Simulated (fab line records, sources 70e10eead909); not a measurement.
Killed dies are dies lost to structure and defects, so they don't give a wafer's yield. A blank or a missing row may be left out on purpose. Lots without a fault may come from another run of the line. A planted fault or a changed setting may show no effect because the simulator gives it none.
fab line records | flow nand_harc
record lots=14 wafers=42 last_day=24
route steps=1159 shown P_ZERO_WELL@16 P_STI@81
lots that met no fault: from a run of the same line without faults
start_h: hours from the record's first day to the start of the lot's first wafer shown | wait_h: hours since the lot's step before | " the same as in the row above | L1.1+2: a row that stands for several wafers | - no value, or no start given | * or withheld: withheld | < > ~ a bound
route shown NAME@n: a module of which the file shows steps, and the number in the route of the first | usual: mean/standard deviation of fault-free wafers | same: alike in all rows | chamber/n: place in a boat | sites: the reading at each site | _std_site: their standard deviation | _edge_site: outer sites' mean less inner sites' | radius_mm: how far each site lies from the wafer's centre | mask NAME#n: copy n | behind: the tool/chamber that last shaped the wafer | hold: why the lot was held/for how many hours/how that ended | device: the transistor (n, p or np) that didn't switch | end of line: the same wafers' tests at the end of the route | a step without rows: its recipe alone | killed: dies lost to structure and defects at the first sort, not the wafer's yield | map: a wafer's dies, x killed, . not, _ none there
set.NAME: the setting as run; set.NAME@STEP: as run at that earlier step | model.NAME: the simulator's own value behind a step, which no gauge read
steps of the route over a sample of lots; a table a step, a row a wafer
services: from which hour (start_h, from the record's first day; less than 0 if before it) a tool's chamber was out of use, for how many hours, and why
## steps
# step NHARC_P_ZERO_WELL_DESCUM_13
# recipe time_s=3 o2_flow_sccm=200 ar_flow_sccm=0 bias_power_w=0 chemistry=O2
# usual drypump_motor_current_A=5.8/0.41 oes_product_au=0.997/0.015 rf_vpp_V=57.6/0.91 showerhead_plenum_p_Torr=1.88/0.096 throttle_valve_pct=11.311/0.0093
# columns lot.wafer tool chamber start_h wait_h drypump_motor_current_A oes_product_au rf_hours_counter_h rf_vpp_V showerhead_plenum_p_Torr throttle_valve_pct
L418.2 rie_diel-07 2 13.27 - 5.6 0.962 10 56.7 1.80 11.311
L418.3 " 1 " " 5.0 0.991 9 59.1 2.06 11.305
L418.5 " 2 " " 5.6 0.978 - 57.3 1.80 11.315
L419.3 rie_diel-07 0 19.40 - 5.7 0.973 9 57.3 1.81 11.302
L419.1 " 3 " " 5.6 1.010 10 58.6 1.82 11.321
L419.6 " 0 " " 5.7 0.965 - 56.9 1.81 11.317
L420.3 rie_diel-07 3 25.53 - 5.5 1.009 10 57.9 1.82 11.330
L420.2 " 1 " " 5.0 0.983 9 58.9 2.06 11.308
L420.4 " 0 " " 5.7 0.971 - 58.6 1.81 11.315
L421.3 rie_diel-07 2 31.41 - 5.6 0.988 10 57.8 1.80 11.301
L421.5 " 0 " " 5.7 0.969 - 56.2 1.81 11.301
L421.6 " 2 " " 5.6 0.973 - 57.9 1.80 11.309
L423.5 rie_diel-09 1 43.43 - 6.2 0.989 - 56.6 2.01 11.311
L423.6 " 3 " " 5.7 0.994 - 57.2 1.96 11.304
L423.4 " 0 " " 6.5 1.002 - 57.1 1.82 11.323
L426.1 rie_diel-07 2 61.30 - 5.6 1.003 0 57.3 1.80 11.321
L426.4 " 2 " " 5.6 1.004 - 58.4 1.80 11.322
L426.5 " 3 " " 5.6 1.015 - 57.7 1.82 11.310
L427.1 rie_diel-09 1 67.80 - 6.2 0.999 11 56.5 2.01 11.302
L427.3 " 3 " " 5.7 0.995 11 58.0 1.96 11.305
L427.5 " 1 " " 6.2 0.991 - 57.9 2.01 11.316
L434.1 rie_diel-09 3 109.27 - 5.7 0.978 2 58.1 1.96 11.314
L434.3 " 1 " " 6.2 0.990 2 57.4 2.01 11.320
L434.5 " 3 " " 5.7 0.979 - 57.7 1.96 11.309
L435.1 rie_diel-09 1 115.41 - 6.2 0.996 3 57.4 2.01 11.328
L435.3 " 2 " " 6.1 1.006 3 58.0 1.79 11.320
L435.6 " 1 " " 6.2 0.999 - 58.4 2.01 11.308
L436.2 rie_diel-09 0 121.42 - 6.4 1.022 2 56.4 1.82 11.307
L436.1 " 1 " " 6.2 0.996 3 59.9 2.01 11.319
L436.6 " 0 " " 6.4 1.026 - 58.1 1.82 11.317
L437.3 rie_diel-09 3 127.41 - 5.7 0.980 3 56.9 1.96 11.306
L437.4 " 0 " " 6.5 1.013 2 57.2 1.82 11.302
L437.6 " 2 " " 6.1 1.005 - 56.1 1.79 11.307
L438.1 rie_diel-07 3 133.46 - 5.6 0.989 6 56.1 1.82 11.318
L438.3 " 0 " " 5.7 0.986 6 57.2 1.80 11.323
L438.6 " 3 " " 5.6 0.994 - 57.3 1.82 11.319
L439.4 rie_diel-04 1 139.27 - 5.7 1.002 1 58.6 1.85 11.318
L439.5 " 1 " " 5.7 0.999 - 58.6 1.85 11.300
L439.6 " 2 " " 6.0 1.013 - 56.1 1.86 11.307
L441.1 rie_diel-09 3 151.27 - 5.7 0.986 5 58.8 1.96 11.311
L441.2 " 2 " " 6.1 1.003 5 58.3 1.79 11.304
L441.5 " 0 " " 6.4 1.006 - 57.4 1.82 11.313
# step NHARC_P_ZERO_WELL_ETCH_65
# recipe target_depth_a=800 overetch_a=240 time_s=87.88 ion_energy_ev=200 n2_flow_sccm=150 h2_flow_sccm=150 ar_flow_sccm=0 rf_w=400 bias_w=150 chemistry=N2/H2
# usual drypump_motor_current_A=5.8/0.41 oes_product_au=0.997/0.015 rf_vpp_V=430/3.1 showerhead_plenum_p_Torr=2.01/0.11 throttle_valve_pct=14.172/0.0091
# columns lot.wafer tool chamber start_h wait_h drypump_motor_current_A oes_product_au rf_hours_counter_h rf_vpp_V showerhead_plenum_p_Torr throttle_valve_pct
L418.3 rie_diel-07 2 13.37 0.1 5.6 0.971 10 428 1.91 14.156
L418.2 " 3 " " 5.6 1.010 9 428 1.94 14.175
L418.5 " 2 " " 5.6 0.968 - 427 1.92 14.181
L419.3 rie_diel-07 0 19.49 0.1 5.7 0.964 9 427 1.92 14.183
L419.1 " 2 " " 5.6 0.959 10 427 1.91 14.170
L419.6 " 0 " " 5.7 0.969 - 427 1.92 14.181
L420.3 rie_diel-07 1 25.63 0.1 5.0 1.001 9 435 2.20 14.160
L420.2 " 3 " " 5.6 1.031 10 427 1.94 14.185
L420.4 " 0 " " 5.7 0.971 - 427 1.92 14.173
L421.3 rie_diel-07 0 31.50 0.1 5.7 0.964 9 428 1.92 14.179
L421.6 " 2 " " 5.6 0.973 - 427 1.91 14.172
L421.5 " 3 " " 5.5 1.022 - 429 1.94 14.176
L423.6 rie_diel-09 1 43.53 0.1 6.2 0.995 - 432 2.15 14.182
L423.5 " 3 " " 5.7 0.999 - 432 2.09 14.173
L423.4 " 0 " " 6.6 1.006 - 428 1.94 14.174
L426.1 rie_diel-07 3 61.40 0.1 5.6 1.020 0 428 1.94 14.157
L426.4 " 3 " " 5.6 1.001 - 427 1.94 14.166
L426.5 " 2 " " 5.6 0.997 - 427 1.91 14.162
L427.3 rie_diel-09 3 67.89 0.1 5.7 1.007 11 434 2.09 14.170
L427.1 " 0 " " 6.5 1.004 11 428 1.94 14.172
L427.5 " 2 " " 6.1 0.997 - 426 1.91 14.183
L434.3 rie_diel-09 3 109.36 0.1 5.7 0.994 2 432 2.09 14.169
L434.1 " 0 " " 6.5 1.013 2 429 1.94 14.177
L434.5 " 2 " " 6.1 0.999 - 427 1.90 14.165
L435.3 rie_diel-09 1 115.48 0.1 6.3 0.990 3 433 2.15 14.175
L435.1 " 0 " " 6.5 1.016 2 428 1.94 14.179
L435.6 " 2 " " 6.1 1.004 - 427 1.91 14.168
L436.2 rie_diel-09 3 121.51 0.1 5.7 0.981 3 434 2.09 14.185
L436.1 " 0 " " 6.5 1.015 2 429 1.94 14.189
L436.6 " 1 " " 6.2 0.980 - 434 2.15 14.170
L437.4 rie_diel-09 3 127.48 0.1 5.7 0.984 3 433 2.09 14.169
L437.3 " 2 " " 6.1 1.009 3 427 1.91 14.187
L437.6 " 0 " " 6.5 1.019 - 427 1.94 14.160
L438.3 rie_diel-07 3 133.55 0.1 5.5 0.985 6 428 1.93 14.163
L438.1 " 0 " " 5.7 0.972 6 428 1.92 14.182
L438.6 " 3 " " 5.5 0.982 - 427 1.94 14.163
L439.4 rie_diel-04 0 139.36 0.1 5.7 1.001 1 433 2.12 14.163
L439.5 " 3 " " 6.0 0.989 - 433 2.12 14.179
L439.6 " 0 " " 5.7 1.005 - 434 2.12 14.182
L441.2 rie_diel-09 3 151.36 0.1 5.7 0.990 5 432 2.09 14.176
L441.1 " 2 " " 6.1 0.988 5 426 1.90 14.173
L441.5 " 0 " " 6.5 1.028 - 429 1.94 14.179
# step NHARC_P_ZERO_WELL_ETCH_62
# recipe target_depth_a=130 time_s=6.5 chf3_flow_sccm=50 ar_flow_sccm=200 rf_w=500 bias_w=200 chemistry=CHF3/Ar
# usual drypump_motor_current_A=5.8/0.42 oes_product_au=0.959/0.021 rf_vpp_V=369.8/2.6 showerhead_plenum_p_Torr=2.31/0.11 throttle_valve_pct=20.217/0.01
# columns lot.wafer tool chamber start_h wait_h drypump_motor_current_A oes_product_au rf_hours_counter_h rf_vpp_V showerhead_plenum_p_Torr throttle_valve_pct
L418.3 rie_diel-07 1 - - 5.0 0.953 9 374.5 2.52 20.219
L418.2 " 2 " " 5.7 0.924 10 369.0 2.21 20.223
L418.5 " 3 " " 5.6 0.980 - 369.0 2.24 20.215
L419.3 rie_diel-07 2 - - 5.6 0.959 10 367.9 2.21 20.228
L419.1 " 3 " " 5.6 0.992 10 368.8 2.23 20.210
L419.6 " 1 " " 5.0 0.956 - 373.6 2.52 20.199
L420.3 rie_diel-07 3 - - 5.5 0.984 10 369.7 2.24 20.207
L420.2 " 0 " " 5.7 0.937 9 368.1 2.22 20.223
L420.4 " 1 " " 5.0 0.959 - 373.2 2.52 20.228
L421.3 rie_diel-07 2 - - 5.6 0.898 10 366.8 2.21 20.227
L421.5 " 2 " " 5.7 0.897 - 366.4 2.21 20.212
L421.6 " 0 " " 5.7 0.902 - 367.4 2.22 20.225
L423.5 rie_diel-09 0 - - 6.5 0.961 - 368.9 2.24 20.213
L423.6 " 1 " " 6.2 0.953 - 371.5 2.46 20.221
L423.4 " 3 " " 5.7 0.956 - 370.4 2.40 20.215
L426.1 rie_diel-07 0 - - 5.7 0.944 0 368.6 2.22 20.207
L426.4 " 0 " " 5.7 0.947 - 366.3 2.22 20.230
L426.5 " 2 " " 5.6 0.963 - 368.1 2.21 20.221
L427.3 rie_diel-09 0 - - 6.5 0.990 11 368.8 2.24 20.210
L427.1 " 3 " " 5.7 0.971 11 372.0 2.40 20.212
L427.5 " 1 " " 6.2 0.965 - 372.0 2.46 20.214
L434.3 rie_diel-09 3 - - 5.7 0.954 2 372.1 2.40 20.198
L434.1 " 0 " " 6.5 0.981 2 367.9 2.24 20.220
L434.5 " 2 " " 6.0 0.983 - 368.6 2.20 20.221
L435.3 rie_diel-09 3 - - 5.7 0.953 2 370.3 2.40 20.224
L435.1 " 2 " " 6.1 0.970 3 367.5 2.20 20.229
L435.6 " 3 " " 5.7 0.955 - 371.8 2.40 20.222
L436.1 rie_diel-09 2 - - 6.1 0.977 3 368.3 2.20 20.213
L436.2 " 3 " " 5.7 0.950 3 371.1 2.40 20.201
L436.6 " 2 " " 6.1 0.984 - 368.5 2.20 20.221
L437.3 rie_diel-09 0 - - 6.5 0.994 2 368.0 2.24 20.213
L437.4 " 1 " " 6.2 0.966 3 373.3 2.46 20.243
L437.6 " 3 " " 5.7 0.956 - 370.4 2.40 20.223
L438.3 rie_diel-07 3 - - 5.5 0.955 6 369.4 2.23 20.223
L438.1 " 1 " " 5.0 0.975 5 374.8 2.52 20.212
L438.6 " 3 " " 5.5 0.942 - 367.5 2.23 20.231
L439.4 rie_diel-04 0 - - 5.7 0.974 1 372.3 2.43 20.209
L439.5 " 0 " " 5.7 0.974 - 372.8 2.43 20.219
L439.6 " 1 " " 5.7 0.943 - 368.8 2.27 20.207
L441.1 rie_diel-09 2 - - 6.1 0.972 5 367.8 2.20 20.219
L441.2 " 3 " " 5.7 0.947 5 372.5 2.40 20.222
L441.5 " 1 " " 6.3 0.966 - 373.7 2.46 20.233
# step NHARC_P_STI_PEB_07
# recipe peb_temp_c=128 peb_time_s=80
# usual heater_power_total_W=189.8/0.79 plate_temp_C=128.00/0.13 resist_line_temp_C=22.99/0.11
# columns lot.wafer tool chamber start_h wait_h heater_power_total_W plate_temp_C resist_line_temp_C
L418.2 litho_track-07 0 40.01 0.1 188.5 128.07 23.09
L418.3 " 0 " " 190.6 128.06 22.98
L418.5 " 0 " " 188.7 128.11 23.10
L419.1 litho_track-07 0 40.17 0.1 190.7 127.81 23.00
L419.3 " 0 " " 189.3 127.94 22.91
L419.6 " 0 " " 188.7 127.88 22.86
L420.2 litho_track-07 0 50.80 0.1 190.7 128.10 22.80
L420.3 " 0 " " 189.5 128.01 22.77
L420.4 " 0 " " 189.0 128.04 22.85
L421.3 litho_track-02 0 55.70 0.1 189.4 127.85 23.08
L421.5 " 0 " " 190.1 128.00 23.02
L421.6 " 0 " " 190.5 127.91 22.89
L423.4 litho_track-02 0 65.44 0.0 190.8 127.86 23.02
L423.5 " 0 " " 189.0 127.83 23.06
L423.6 " 0 " " 190.2 127.97 23.13
L426.1 litho_track-07 0 79.57 0.1 207.0 137.37 23.02
L426.4 " 0 " " 208.3 137.59 22.90
L426.5 " 0 " " 208.7 137.44 22.97
L427.1 litho_track-07 0 90.38 0.1 207.2 137.48 23.03
L427.3 " 0 " " 209.4 137.49 23.03
L427.5 " 0 " " 207.1 137.66 23.01
L435.1 litho_track-02 0 133.42 0.1 189.2 128.24 22.93
L435.3 " 0 " " 190.8 128.13 23.00
L435.6 " 0 " " 189.4 128.17 22.85
L434.1 litho_track-05 0 133.58 0.1 189.6 127.92 23.02
L434.3 " 0 " " 190.6 127.92 22.98
L434.5 " 0 " " 190.6 128.12 22.95
L436.1 litho_track-02 0 146.70 0.1 188.7 127.77 22.86
L436.2 " 0 " " 188.8 128.02 22.95
L436.6 " 0 " " 190.7 127.83 23.14
L437.3 litho_track-05 0 146.86 0.1 189.6 128.04 22.71
L437.4 " 0 " " 189.5 127.99 22.80
L437.6 " 0 " " 189.8 127.94 22.97
L438.1 litho_track-02 0 154.98 0.1 188.7 128.10 23.25
L438.3 " 0 " " 189.1 128.02 23.17
L438.6 " 0 " " 188.8 128.29 23.24
L439.4 litho_track-05 0 160.66 0.0 189.9 127.98 22.85
L439.5 " 0 " " 190.1 127.96 22.80
L439.6 " 0 " " 190.8 127.90 22.82
L441.1 litho_track-02 0 172.99 0.1 189.2 127.96 23.04
L441.2 " 0 " " 189.6 128.15 23.02
L441.5 " 0 " " 190.6 127.85 22.99
# step NHARC_P_STI_CD_MEAS_09
# recipe target_cd_nm=200 landing_energy_ev=500
# usual cd_nm=198.5/2.8
# columns lot.wafer tool chamber start_h wait_h cd_nm
L418.2 cd_sem-01 0 40.10 - 204.4
L418.3 " 0 " " 195.4
L418.5 " 0 " " 199.6
L419.1 cd_sem-01 0 40.25 - 195.0
L419.3 " 0 " " 195.8
L419.6 " 0 " " 197.6
L420.2 cd_sem-01 0 50.90 - 206.4
L420.3 " 0 " " 197.1
L420.4 " 0 " " 197.0
L421.3 cd_sem-03 0 55.80 - 201.3
L421.5 " 0 " " 197.5
L421.6 " 0 " " 194.4
L423.4 cd_sem-03 0 65.54 - 203.2
L423.5 " 0 " " 197.4
L423.6 " 0 " " 199.6
L426.1 cd_sem-02 0 79.65 - 254.7
L426.4 " 0 " " 251.3
L426.5 " 0 " " 251.7
L427.1 cd_sem-01 0 90.47 - 241.3
L427.3 " 0 " " 239.3
L427.5 " 0 " " 241.7
L435.1 cd_sem-01 0 133.51 - 194.4
L435.3 " 0 " " 194.3
L435.6 " 0 " " 196.0
L434.1 cd_sem-03 0 133.67 - 201.5
L434.3 " 0 " " 199.5
L434.5 " 0 " " 200.0
L436.1 cd_sem-03 0 146.78 - 203.1
L436.2 " 0 " " 198.4
L436.6 " 0 " " 197.5
L437.3 cd_sem-03 0 146.95 - 198.1
L437.4 " 0 " " 201.1
L437.6 " 0 " " 202.0
L438.1 cd_sem-03 0 155.07 - 198.8
L438.3 " 0 " " 196.1
L438.6 " 0 " " 200.7
L439.4 cd_sem-02 0 160.75 - 200.9
L439.5 " 0 " " 199.8
L439.6 " 0 " " 201.5
L441.1 cd_sem-02 0 173.08 - 195.5
L441.2 " 0 " " 198.6
L441.5 " 0 " " 196.2
# step NHARC_P_STI_OCD_MEAS_17
# usual trench_foot_cd_nm=157.1/2.7
# columns lot.wafer tool chamber start_h wait_h trench_foot_cd_nm
L418.2 ocd-01 - 40.89 0.1 163.4
L418.3 " - " " 153.8
L418.5 " - " " 158.2
L419.1 ocd-02 - 41.04 0.1 154.3
L419.3 " - " " 153.7
L419.6 " - " " 156.6
L420.2 ocd-01 - 51.76 0.1 164.3
L420.3 " - " " 156.1
L420.4 " - " " 155.7
L421.3 ocd-02 - 56.59 0.1 159.3
L421.5 " - " " 156.7
L421.6 " - " " 152.8
L423.4 ocd-01 - 66.33 0.1 162.2
L423.5 " - " " 155.6
L423.6 " - " " 157.9
L426.1 ocd-02 - 80.46 0.1 212.4
L426.4 " - " " 209.7
L426.5 " - " " 210.9
L427.1 ocd-01 - 91.26 0.1 200.0
L427.3 " - " " 197.6
L427.5 " - " " 199.9
L435.1 ocd-02 - 134.30 0.1 153.0
L435.3 " - " " 153.9
L435.6 " - " " 154.6
L434.1 ocd-01 - 134.46 0.1 158.1
L434.3 " - " " 157.7
L434.5 " - " " 158.2
L436.1 ocd-01 - 147.57 0.1 160.9
L436.2 " - " " 156.5
L436.6 " - " " 156.3
L437.3 ocd-01 - 147.74 0.1 157.3
L437.4 " - " " 160.3
L437.6 " - " " 160.3
L438.1 ocd-01 - 155.86 0.1 155.8
L438.3 " - " " 154.9
L438.6 " - " " 158.4
L439.4 ocd-01 - 161.59 0.1 159.4
L439.5 " - " " 158.0
L439.6 " - " " 160.4
L441.1 ocd-01 - 173.90 0.1 154.5
L441.2 " - " " 155.8
L441.5 " - " " 153.7
## services
# columns tool chamber start_h hours kind
litho_track-02 - -10.00 7.0 pm
rie_diel-09 0 7.10 - clean
rie_diel-09 1 7.10 - clean
rie_diel-09 2 7.10 - clean
rie_diel-09 3 7.10 - clean
rie_diel-07 0 11.66 6.4 repair
litho_track-07 - 14.00 7.0 pm
rie_diel-07 2 22.20 8.6 repair
rie_diel-07 1 31.13 11.4 repair
rie_diel-09 0 31.60 - clean
rie_diel-09 1 31.60 - clean
rie_diel-09 2 31.60 - clean
rie_diel-09 3 31.60 - clean
rie_diel-09 2 33.49 16.7 repair
rie_diel-07 1 46.60 19.3 repair
rie_diel-07 - 51.67 9.0 pm
rie_diel-04 0 55.71 15.7 repair
rie_diel-09 0 56.10 - clean
litho_track-05 - 62.00 7.0 pm
rie_diel-09 - 77.10 9.0 pm
rie_diel-04 - 98.95 0.2 repair
rie_diel-04 - 111.90 9.0 pm
litho_track-02 - 165.00 7.0 pm
rie_diel-09 3 171.17 6.7 repair
## key
first_sign step=NHARC_P_STI_PEB_07 reading=plate_temp_C direction=up sigmas=72 usual=* struck=*
effect step=NHARC_P_STI_PEB_07 reading=heater_power_total_W direction=up sigmas=23 usual=* struck=*
effect step=NHARC_P_STI_CD_MEAS_09 reading=cd_nm direction=up sigmas=17 usual=198.5 struck=246.7 through=control_loop
effect step=NHARC_P_STI_OCD_MEAS_17 reading=trench_foot_cd_nm direction=up sigmas=18 usual=157.1 struck=205.1 through=control_loop
met_at NHARC_P_STI_PEB_07
struck_lots L426,L427
later_rows_left_out L426.1,L426.4,L426.5,L427.1,L427.3,L427.5
sort_left_out L426.1,L426.4,L426.5,L427.1,L427.3,L427.5
tester_left_out L426,L427
loop_trim step=NHARC_P_STI_EXPOSE_06 setting=dose lots=L427
not_acting_at NHARC_P_ZERO_WELL_DESCUM_13,NHARC_P_ZERO_WELL_ETCH_65,NHARC_P_ZERO_WELL_ETCH_62
onset_between 50.80 79.57
fault kind=process_parameter_drift tool=litho_track-07 chamber=- onset_h=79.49 steps=NHARC_P_STI_PEB_07 channel=peb_temp_c offset=* shape=step end_h=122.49 acts_in=* stated=*
# tester_left_out: of these lots the tester's yield and bins aren't shown, on N5 and GAA mostly nor the transistor test; their killed dies are dies lost to structure and defects alone, not to doping, threshold or leakage, so they don't give the yield
# sort_left_out: the simulated sort isn't trusted on such a fault, so these wafers' sort isn't shown, and their yield isn't known
# later_rows_left_out: the simulator's readings of these wafers behind a module that went badly wrong aren't trusted and aren't shown, but for the sort
# loop_trim: a control loop set the setting to another value than it would have without faults
